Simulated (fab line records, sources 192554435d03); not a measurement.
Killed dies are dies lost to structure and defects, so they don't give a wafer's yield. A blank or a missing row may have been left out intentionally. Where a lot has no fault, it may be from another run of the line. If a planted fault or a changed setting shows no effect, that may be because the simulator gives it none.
Problem report in the 8D (eight disciplines) form, filled by code / flow n5Finfet / the parts of the form that need people (team, actions taken, sign-off) are left out

1. THE ISSUE
Mean RS_SD_N at N5_SD_ACTIVATION_RS_MEAS_03: 24.12 ohm/sq over 6 wafers in 2 lots; fault-free wafers: 21.94 ohm/sq, standard deviation 0.25. Measured from the usual mean, that is +8.7 standard deviations.
The step: measures by four-point-probe.
The first sign was on wafer L806.1 at day 6 22:14, on filmMetro-01. The record holds 30 wafers of 10 lots with a number at this step. Rule for "out", or "out of limits": more than 4 standard deviations from the usual mean. The rest of the wafers with a number are treated as sound.

2. WHAT IT IS, AND WHAT IT ISN'T
question=which readings at this step | is=RS_SD_N | is not=RS_SD_P
question=which lots | is=L806, L807 | is not=L793, L794, L795, L796, L797, L804, L813, L815
question=which wafers of those lots | is=all that have a number | is not=-
question=read on which gauges | is=filmMetro-01, filmMetro-02 | is not=-
question=when | is=from day 6 22:14 | is not=up to then (18 sound wafers); but 6 sound wafers of L813, L815 came after

3. SUSPECTS, AND WHAT RULES EACH OUT
Counting: a tool stays on the suspect list if, at a process step up to the reading, it processed all lots that are out and no sound lot following the first of them.
- ruled out: the gauge at N5_SD_ACTIVATION_RS_MEAS_03. The wafers that are out were read on 2 gauges (filmMetro-01, filmMetro-02).
- epiRpcvd-01 at N5_SD_EPI_N_EPI_21 (deposits Si:P, time 690 s): kept. It processed each lot that is out, first L806 at day 6 13:51, and no sound lot thereafter; up to then, the last sound lot it processed was L804 at day 6 08:05.
Remaining after the count: epiRpcvd-01 at N5_SD_EPI_N_EPI_21.

4. THE CAUSE (what the simulator had put in)
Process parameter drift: epiRpcvd-01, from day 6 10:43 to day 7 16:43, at N5_SD_EPI_N_EPI_21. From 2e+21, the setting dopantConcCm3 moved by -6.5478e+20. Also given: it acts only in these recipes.
Counting left only this tool.

5. SEQUENCE OF EFFECTS, ordered by route
One row per reading whose mean, taken over the struck wafers that have a number, lies over 3 standard deviations from the usual. Readings are gone through only where the record gives a usual standard deviation; hours: the median, over the lots, of the time from a lot's start at the first step in this table giving one to that lot's start at this step; sigmas: the change measured in usual standard deviations.
hours=0; step=N5_SD_ACTIVATION_RS_MEAS_03; reading=RS_SD_N; usual=21.94 ohm/sq; on struck wafers=24.12; change=+2.18; sigmas=+8.7
hours=102; step=N5_BEOL_M4_RC_MEAS_101; reading=RC_DENSE_N; usual=18.9 ohm.um; on struck wafers=21.2; change=+2.3; sigmas=+4.6
hours=102; step=N5_BEOL_M4_RC_MEAS_101; reading=RC_N; usual=15.4 ohm.um; on struck wafers=17.2; change=+1.8; sigmas=+4.6
hours=102; step=N5_BEOL_M4_RC_MEAS_101; reading=REXT_N; usual=75.4 ohm.um; on struck wafers=84.6; change=+9.2; sigmas=+4.4
hours=102; step=N5_BEOL_M4_RC_MEAS_101; reading=RS_SD_N; usual=28.4 ohm/sq; on struck wafers=31.5; change=+3.1; sigmas=+9.4
hours=210; step=N5_PASSIVATION_PROBE_49; reading=sort_bin_8_speed; usual=0.00 %; on struck wafers=1.27; change=+1.27; sigmas=+99 or more
The process steps in it:
- N5_PASSIVATION_PROBE_49

6. WHAT WOULD HAVE CAUGHT IT SOONER
In this record the first reading out of limits at a measuring or inspecting step was taken at day 6 22:14, 12 hours after the fault began at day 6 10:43.
The start of N5_SD_EPI_N_EPI_21 on epiRpcvd-01 came by day 6 22:14 for every one of the lots that are out (2). Had the tool been put on hold then, not one of them would have been saved.
